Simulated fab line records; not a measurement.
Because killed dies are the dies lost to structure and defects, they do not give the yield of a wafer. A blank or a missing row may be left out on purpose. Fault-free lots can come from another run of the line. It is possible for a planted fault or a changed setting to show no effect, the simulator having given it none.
Split-lot trial / flow n5Finfet / 7 lots, 21 wafers read, on a route of 1938 steps

## THE SPLIT ITSELF
At N5_PMOS_HMC_CHANNEL_EPI_EXPOSE_06 (exposes mask PMOS HMC BLK, target cd 240 nm), the setting doseMj was moved away from the recipe's 41 on 9 of the 21 wafers read, by -6.9% to +5.4%. All remaining wafers had this setting at the recipe value.

## BETWEEN THE SPLIT AND THE READING: the file shows 1 step in between
- N5_PMOS_HMC_CHANNEL_EPI_DEVELOP_08: develop time 30 s (also split here: developTimeS)

## THE READING
At N5_PMOS_HMC_CHANNEL_EPI_CD_MEAS_09: cdNm in nanometres, against a target cd of 237.4 nm. A value of 237.7 nm with a standard deviation of 1.4 nm is what fault-free wafers of this fab line usually give.

wafer=L074.2; tool, chamber at the split=arfiScanner-03, 0; doseMj as run=41; against the recipe=recipe; cdNm, nm=237.1; against lot-mates on the recipe=-
wafer=L074.4; tool, chamber at the split=arfiScanner-03, 0; doseMj as run=41; against the recipe=recipe; cdNm, nm=236.4; against lot-mates on the recipe=-
wafer=L074.5; tool, chamber at the split=arfiScanner-03, 0; doseMj as run=42.07; against the recipe=+2.6%; cdNm, nm=239.0; against lot-mates on the recipe=+2.2
wafer=L075.3; tool, chamber at the split=arfiScanner-02, 0; doseMj as run=41; against the recipe=recipe; cdNm, nm=237.0; against lot-mates on the recipe=-
wafer=L075.4; tool, chamber at the split=arfiScanner-02, 0; doseMj as run=41; against the recipe=recipe; cdNm, nm=236.5; against lot-mates on the recipe=-
wafer=L075.5; tool, chamber at the split=arfiScanner-02, 0; doseMj as run=41; against the recipe=recipe; cdNm, nm=238.0; against lot-mates on the recipe=-
wafer=L080.2; tool, chamber at the split=arfiScanner-03, 0; doseMj as run=41; against the recipe=recipe; cdNm, nm=239.2; against lot-mates on the recipe=-
wafer=L080.3; tool, chamber at the split=arfiScanner-03, 0; doseMj as run=43.21; against the recipe=+5.4%; cdNm, nm=242.6; against lot-mates on the recipe=+3.4
wafer=L080.4; tool, chamber at the split=arfiScanner-03, 0; doseMj as run=43.21; against the recipe=+5.4%; cdNm, nm=243.2; against lot-mates on the recipe=+4.0
wafer=L084.1; tool, chamber at the split=arfiScanner-03, 0; doseMj as run=41; against the recipe=recipe; cdNm, nm=236.8; against lot-mates on the recipe=-
wafer=L084.3; tool, chamber at the split=arfiScanner-03, 0; doseMj as run=41; against the recipe=recipe; cdNm, nm=239.0; against lot-mates on the recipe=-
wafer=L084.5; tool, chamber at the split=arfiScanner-03, 0; doseMj as run=41; against the recipe=recipe; cdNm, nm=237.1; against lot-mates on the recipe=-
wafer=L086.2; tool, chamber at the split=arfiScanner-01, 0; doseMj as run=41; against the recipe=recipe; cdNm, nm=238.7; against lot-mates on the recipe=-
wafer=L086.4; tool, chamber at the split=arfiScanner-01, 0; doseMj as run=39.97; against the recipe=-2.5%; cdNm, nm=235.5; against lot-mates on the recipe=-3.2
wafer=L086.6; tool, chamber at the split=arfiScanner-01, 0; doseMj as run=39.97; against the recipe=-2.5%; cdNm, nm=237.0; against lot-mates on the recipe=-1.7
wafer=L091.1; tool, chamber at the split=arfiScanner-02, 0; doseMj as run=41; against the recipe=recipe; cdNm, nm=241.2; against lot-mates on the recipe=-
wafer=L091.4; tool, chamber at the split=arfiScanner-02, 0; doseMj as run=43.17; against the recipe=+5.3%; cdNm, nm=243.3; against lot-mates on the recipe=+2.1
wafer=L091.6; tool, chamber at the split=arfiScanner-02, 0; doseMj as run=43.17; against the recipe=+5.3%; cdNm, nm=243.5; against lot-mates on the recipe=+2.3
wafer=L097.3; tool, chamber at the split=arfiScanner-03, 0; doseMj as run=38.18; against the recipe=-6.9%; cdNm, nm=234.9; against lot-mates on the recipe=-5.3
wafer=L097.4; tool, chamber at the split=arfiScanner-03, 0; doseMj as run=38.18; against the recipe=-6.9%; cdNm, nm=233.9; against lot-mates on the recipe=-6.3
wafer=L097.6; tool, chamber at the split=arfiScanner-03, 0; doseMj as run=41; against the recipe=recipe; cdNm, nm=240.2; against lot-mates on the recipe=-

FIT RESULTS
A straight line over all 21 wafers: cdNm changes by +0.74 nm for each +1% of doseMj; r = +0.88; the points scatter about the line by 1.4 nm.
The same after taking each lot's own level away (the mean of its wafers on the recipe; 21 wafers): +0.713 nm for each +1%; r = +0.95; scatter 0.79 nm.
Per that fit: largest doseMj move, reading shift of 4.9 nm.
The span of the lots' own levels, 236.75 to 241.20 nm, comes to 3.2 times the standard deviation stated above.
So the lot-to-lot level changes the slope little: the two slopes agree.
Check: with one of the wafers moved furthest among these (-6.9%) left out of the fit, the line predicts -5.16 nm for it against its lot-mates. Against them it came out at -5.3 nm.

## OTHER SPLITS APPLIED TO THESE WAFERS
Note: prior to the reading, these wafers also went through further splits. Each is held against what the fit with the lots' levels taken away leaves over:
other split on the same wafers=N5_PMOS_HMC_CHANNEL_EPI_DEVELOP_08 developTimeS; wafers away from the commonest value=5; r with cdNm (lot level and that fit taken away)=-0.28

## THE WHOLE CHAIN: every reading that the file lists as answering this split, in the file's order
step=N5_PMOS_HMC_CHANNEL_EPI_CD_MEAS_09; what it does=target cd 237.4 nm; reading=cdNm; change (the file's fit)=+0.707 nm for each +1% of the setting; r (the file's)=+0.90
step=N5_PMOS_HMC_CHANNEL_EPI_DESCUM_14; what it does=chemistry O2, time 7.9 s; reading=PMOS_HMC_CHANNEL_EPI.cdNm (the simulator's own value, which no gauge read); change (the file's fit)=+0.693 nm for each +1% of the setting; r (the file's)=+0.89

## THE FILE'S OWN FIT
cdNm changes by +0.707 nm for each +1% of doseMj, r = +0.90.
